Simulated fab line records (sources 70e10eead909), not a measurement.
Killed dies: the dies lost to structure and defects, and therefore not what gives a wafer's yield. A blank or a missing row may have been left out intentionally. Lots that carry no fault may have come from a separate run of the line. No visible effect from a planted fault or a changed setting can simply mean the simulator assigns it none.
Which tool is to blame?	flow nand-harc	Sampling: 11 lots, 33 wafers, 7 of 1302 route steps

== WHAT EACH GAUGE READ, for each wafer ==
NHARC_P_CONTACT_INSPECT_14. Usual: raw-defect-count 3.6, standard deviation 2.4.
lot	measured	on	raw-defect-count	flag
L281	day 5 18:50	defect-inspect-01	5 3 5	
L283	day 6 16:53	defect-inspect-02	6 2 4	
L284	day 6 23:22	defect-inspect-02	3 4 4	
L287	day 8 07:46	defect-inspect-01	4 4 4	
L286	day 8 08:34	defect-inspect-02	9 2 2	
L295	day 12 03:51	defect-inspect-02	0 5 4	
L296	day 12 09:59	defect-inspect-01	8 6 2	
L297	day 12 19:28	defect-inspect-02	2 0 1	
L298	day 12 23:24	defect-inspect-01	2 5 4	
L299	day 13 05:19	defect-inspect-01	2 6 8	
L300	day 13 18:33	defect-inspect-01	8 3 3	

NHARC_P_M0_CD_MEAS_09: target cd 90 nm. Usual: cd-nm 89.9 nm, standard deviation 0.69.
lot	measured	on	cd-nm (nm)	flag
L281	day 5 22:46	cd-sem-02	89.0 90.2 89.5	
L283	day 6 20:55	cd-sem-01	89.8 89.5 89.6	
L284	day 7 03:23	cd-sem-02	90.6 91.3 90.2	
L287	day 8 11:41	cd-sem-01	90.5 81.3 91.1	OFF
L286	day 8 12:37	cd-sem-02	89.5 80.9 89.9	OFF
L295	day 12 07:46	cd-sem-03	90.1 90.7 90.6	
L296	day 12 17:58	cd-sem-03	89.3 90.7 89.7	
L297	day 12 23:31	cd-sem-02	89.8 90.0 90.3	
L298	day 13 03:31	cd-sem-03	90.2 90.8 90.4	
L299	day 13 09:23	cd-sem-01	89.3 89.5 89.3	
L300	day 13 22:36	cd-sem-03	89.7 89.4 89.2	

NHARC_P_M0_CD_MEAS_16. Usual: cd-nm 89.9 nm, standard deviation 0.97.
lot	measured	on	cd-nm (nm)	flag
L281	day 5 23:18	cd-sem-02	88.6 90.6 89.4	
L283	day 6 21:26	cd-sem-02	90.0 90.2 91.5	
L284	day 7 03:53	cd-sem-01	90.0 90.5 91.2	
L287	day 8 12:13	cd-sem-02	91.5 81.6 91.2	
L286	day 8 13:06	cd-sem-02	89.0 82.0 89.6	OFF
L295	day 12 08:15	cd-sem-02	90.4 90.4 90.5	
L296	day 12 18:26	cd-sem-01	90.1 91.2 90.1	
L297	day 13 00:01	cd-sem-02	89.2 89.7 89.7	
L298	day 13 04:09	cd-sem-03	90.2 90.8 90.3	
L299	day 13 09:56	cd-sem-01	88.1 89.5 89.2	
L300	day 13 23:05	cd-sem-01	89.5 88.9 89.2	

NHARC_END_SORT_01. Usual: for defect-limited-yield, 90.6 % with a standard deviation of 2.3; for killed-at-array, 59 with a standard deviation of 16; for killed-at-other, 0.8 with a standard deviation of 1.1; for killed-at-periphery, 3.6 with a standard deviation of 2.4; for killed-dies, 64 with a standard deviation of 16; for killed-open, 3.4 with a standard deviation of 1.8; for killed-short, 2.5 with a standard deviation of 1.6.
lot	measured	on	defect-limited-yield (%)	killed-at-array	killed-at-other	killed-at-periphery	killed-dies	killed-open	killed-short	flag
L281	day 24 12:20	prober-01	86.4 84.3 87.9	86 101 78	0 0 0	6 5 4	92 106 82	5 3 4	6 2 2	
L283	day 25 05:31	prober-02	89.4 87.7 87.1	68 81 87	0 0 0	4 2 0	72 83 87	2 3 4	4 2 3	
L284	day 25 12:31	prober-02	87.0 87.4 87.1	85 82 82	0 0 0	3 3 5	88 85 87	5 6 5	3 2 0	
L287	day 26 13:33	prober-01	89.1 88.2 87.1	70 71 83	0 0 0	4 9 4	74 80 87	5 9 2	1 2 1	
L286	day 26 13:35	prober-02	90.0 90.4 91.6	61 60 55	1 1 1	6 4 1	68 65 57	5 2 4	2 4 3	
L295	day 30 13:25	prober-01	93.5 93.4 91.4	40 38 51	0 0 0	4 7 7	44 45 58	4 3 5	1 0 6	
L296	day 31 22:25	prober-01	92.8 91.7 92.2	46 51 50	1 0 0	2 5 3	49 56 53	4 3 6	2 4 2	
L297	day 31 14:32	prober-01	88.6 90.8 88.9	73 60 73	0 0 0	4 2 2	77 62 75	5 3 6	3 4 2	
L298	day 31 05:10	prober-02	92.6 91.4 92.8	47 49 46	2 6 2	1 3 1	50 58 49	2 2 5	1 2 1	
L299	day 31 21:13	prober-02	90.3 90.0 92.2	61 62 48	1 0 2	4 6 3	66 68 53	10 8 3	5 3 0	
L300	day 32 09:23	prober-01	88.8 91.4 91.9	72 56 51	0 0 0	4 2 4	76 58 55	4 0 2	1 1 3	

== TOOL THAT RAN EACH LOT (tool first, then ch and the chambers of the sampled wafers, then the start) ==
lot	NHARC_P_CONTACT_ETCH_31	NHARC_P_CONTACT_CMP_24	NHARC_P_M0_PEB_07
L281	rie-diel-11 ch 1,2, day 5 21:37 or earlier	cmp-02 ch 0,2, day 5 21:37	litho-track-01 ch 0, day 5 22:41
L283	rie-diel-11 ch 0,1,3, day 6 19:40 or earlier	cmp-02 ch 1,2,3, day 6 19:40	litho-track-04 ch 0, day 6 20:50
L284	rie-diel-11 ch 1,2, day 7 02:07 or earlier	cmp-01 ch 0,1,3, day 7 02:07	litho-track-04 ch 0, day 7 03:19
L287	rie-diel-06 ch 0,2,3, day 8 10:31 or earlier	cmp-04 ch 0,1,3, day 8 10:31	litho-track-04 ch 0, day 8 11:37
L286	rie-diel-11 ch 2,3, day 8 11:19 or earlier	cmp-01 ch 0,1,3, day 8 11:19	litho-track-04 ch 0, day 8 12:32
L295	rie-diel-11 ch 0,1,2, day 12 06:35 or earlier	cmp-01 ch 0,3, day 12 06:35	litho-track-04 ch 0, day 12 07:41
L296	rie-diel-01 ch 0,2,3, day 12 12:43 or earlier	cmp-02 ch 0,2,3, day 12 12:43	litho-track-04 ch 0, day 12 17:52
L297	rie-diel-01 ch 0,1, day 12 22:15 or earlier	cmp-01 ch 1,2,3, day 12 22:15	litho-track-04 ch 0, day 12 23:26
L298	rie-diel-06 ch 1,2, day 13 02:14 or earlier	cmp-04 ch 2,3, day 13 02:14	litho-track-04 ch 0, day 13 03:27
L299	rie-diel-06 ch 0,3, day 13 08:05 or earlier	cmp-04 ch 1,2, day 13 08:05	litho-track-01 ch 0, day 13 09:19
L300	rie-diel-11 ch 0,2,3, day 13 21:18 or earlier	cmp-02 ch 0,2,3, day 13 21:18	litho-track-06 ch 0, day 13 22:31
- NHARC_P_CONTACT_ETCH_31: etches the open film in CH3F/O2, target depth 30 nm, time 85.7 s.
- NHARC_P_CONTACT_CMP_24: polishes, t overpolish 30 s, target thk 200 nm.
- NHARC_P_M0_PEB_07: peb time 65 s.

== AS READ BY THE TOOLS THEMSELVES (means over the sampled wafers that have a number; for cases with no such wafer, the mark the record gives instead) ==
NHARC_P_CONTACT_ETCH_31. Usual: for chamber-pressure-mTorr, 24.999 mTorr with a standard deviation of 0.023; for drypump-motor-current-A, 6.0 A with a standard deviation of 0.58; for mfc-ar-sccm, 200.0 sccm with a standard deviation of 0.56; for oes-product-au, 0.980 a.u. with a standard deviation of 0.016; for rf-vpp-V, 243.9 V with a standard deviation of 1.5; for showerhead-plenum-p-Torr, 2.42 Torr with a standard deviation of 0.1; for throttle-valve-pct, 20.663 % with a standard deviation of 0.0093.
lot	tool	chamber-pressure-mTorr (mTorr)	drypump-motor-current-A (A)	mfc-ar-sccm (sccm)	oes-product-au (a.u.)	rf-vpp-V (V)	showerhead-plenum-p-Torr (Torr)	throttle-valve-pct (%)	flag
L281	rie-diel-11	24.994	6.5	200.6	0.977	245.1	2.50	20.662	
L283	rie-diel-11	25.013	5.9	200.2	0.968	244.1	2.42	20.665	
L284	rie-diel-11	24.996	6.5	199.7	0.981	244.4	2.50	20.668	
L287	rie-diel-06	25.006	6.1	200.2	0.984	244.8	2.47	20.669	
L286	rie-diel-11	24.977	5.4	200.0	0.999	242.6	2.33	20.660	
L295	rie-diel-11	24.986	6.4	200.1	0.983	243.2	2.42	20.671	
L296	rie-diel-01	25.022	5.3	200.4	0.980	245.3	2.47	20.659	
L297	rie-diel-01	25.005	5.9	200.1	0.981	244.1	2.41	20.660	
L298	rie-diel-06	24.982	6.1	200.1	0.951	244.0	2.46	20.663	
L299	rie-diel-06	25.003	6.3	200.1	0.995	244.5	2.45	20.671	
L300	rie-diel-11	25.000	5.9	200.3	0.974	242.2	2.33	20.661	

NHARC_P_CONTACT_CMP_24. Usual: motor-current-A 11.9 A, standard deviation 0.97; overpolish-run-s 30.000 s, standard deviation 0.0086; slurry-flow-ml-min 150.0, standard deviation 0.44; time-to-endpoint-s 39.5 s, standard deviation 2.6.
lot	tool	motor-current-A (A)	overpolish-run-s (s)	slurry-flow-ml-min	time-to-endpoint-s (s)	flag
L281	cmp-02	11.0	30.004	149.9	41.3	
L283	cmp-02	12.0	29.993	150.2	41.8	
L284	cmp-01	11.6	30.009	149.7	39.1	
L287	cmp-04	12.8	30.003	150.0	36.1	
L286	cmp-01	11.6	29.994	149.7	42.2	
L295	cmp-01	11.2	29.997	150.0	37.9	
L296	cmp-02	11.2	30.003	150.1	40.4	
L297	cmp-01	12.4	30.000	150.0	37.6	
L298	cmp-04	11.8	30.004	150.1	39.4	
L299	cmp-04	12.5	29.992	150.0	40.9	
L300	cmp-02	11.0	29.990	150.2	40.0	

NHARC_P_M0_PEB_07. Usual: heater-power-total-W 156.7 W, standard deviation 0.42.
lot	tool	heater-power-total-W (W)	flag
L281	litho-track-01	156.4	
L283	litho-track-04	156.4	
L284	litho-track-04	156.9	
L287	litho-track-04	164.3	OFF
L286	litho-track-04	164.3	OFF
L295	litho-track-04	156.3	
L296	litho-track-04	156.5	
L297	litho-track-04	156.9	
L298	litho-track-04	156.8	
L299	litho-track-01	156.5	
L300	litho-track-06	156.2	

== THE ANSWER, worked out from the rows above alone ==
Rule: a lot is off if the mean of its wafers that have a number lies more than 3 standard deviations from the usual mean. Also off: a lot with no number at a reading for which 4 or more lots have one. Where the step has rows for the other lots, those lots are counted as sound. After the gauges, taken in route order, come the tools' own readings; for these a lot's mean is taken, as printed above. The first step at which some lot is off is used, and at that step the reading that is off furthest; a lot without a number counts as furthest.
Off: L287, L286, at NHARC_P_M0_CD_MEAS_09 (cd-nm).
If a tool, at a process step before that reading, ran all the lots that are off and no sound lot after the first of them, it fits. Not tried: the gauges at NHARC_P_M0_CD_MEAS_09; whatever is off there is also off at NHARC_P_M0_PEB_07, on other tools, and gauge error can't account for it. Because NHARC_P_CONTACT_ETCH_31 lacks a start for some lots, the hours and order of its lots are taken from NHARC_P_CONTACT_CMP_24. None of those tried fits.

== WHAT THE SIMULATOR HAD PUT IN ==
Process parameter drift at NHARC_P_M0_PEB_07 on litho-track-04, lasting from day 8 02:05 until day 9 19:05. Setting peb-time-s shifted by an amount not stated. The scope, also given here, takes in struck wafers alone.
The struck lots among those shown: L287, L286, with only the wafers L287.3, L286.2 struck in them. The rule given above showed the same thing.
